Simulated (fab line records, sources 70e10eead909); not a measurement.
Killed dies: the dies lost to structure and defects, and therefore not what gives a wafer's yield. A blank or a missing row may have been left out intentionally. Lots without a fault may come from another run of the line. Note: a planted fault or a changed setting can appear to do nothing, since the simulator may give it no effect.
Matching of chambers    flow nand_harc    rie_si-02 running NHARC_THIN_TSV_ETCH_15: 4 sister chambers
The step target depth 3000 nm, bosch target overetch cycles 2, bosch etch step 2.8 s. 8 wafers are shown with their chamber, then 10 later ones without.

## WAFERS WITH THEIR CHAMBER
wafer   chamber  drypump_motor_current_A (A)
L078.6  0        5.6
L085.2  1        5.0
L085.6  2        5.6
L089.1  2        5.7
L089.2  0        5.6
L089.6  3        5.9
L091.1  1        5.0
L091.2  3        5.9

## WAFERS WITHOUT THEIR CHAMBER
wafer   drypump_motor_current_A (A)
L091.6  4.9
L093.1  5.9
L093.5  5.0
L093.6  5.7
L094.1  5.6
L094.4  5.7
L094.6  5.9
L097.1  5.7
L097.4  5.6
L097.6  5.6

## WHICH CHAMBER EACH ONE RAN IN
wafer   from the rows above      in truth
L091.6  1                        1
L093.1  3                        3
L093.5  1                        1
L093.6  can't be placed: 2 or 0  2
L094.1  can't be placed: 0 or 2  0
L094.4  can't be placed: 2 or 0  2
L094.6  3                        3
L097.1  can't be placed: 2 or 0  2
L097.4  can't be placed: 0 or 2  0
L097.6  can't be placed: 0 or 2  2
Correctly placed: 4 of 10. Cannot be placed on the basis of these rows: 6; the candidates contain the true chamber in 6. Wrongly placed: 0.
How it was worked out, from the rows above alone: a wafer's distance from a chamber is the root of the sum, over the readings, of the square of ((its reading less the chamber's mean) divided by the reading's scatter). If the next closest chamber is less than 2 further off than the closest, the wafer can't be placed; otherwise it belongs to the closest. Each chamber's mean is taken over the wafers shown for it. The scatter: take each reading less its chamber's mean, square it, sum over the shown wafers, divide by the number of wafers less the number of chambers, and take the root.
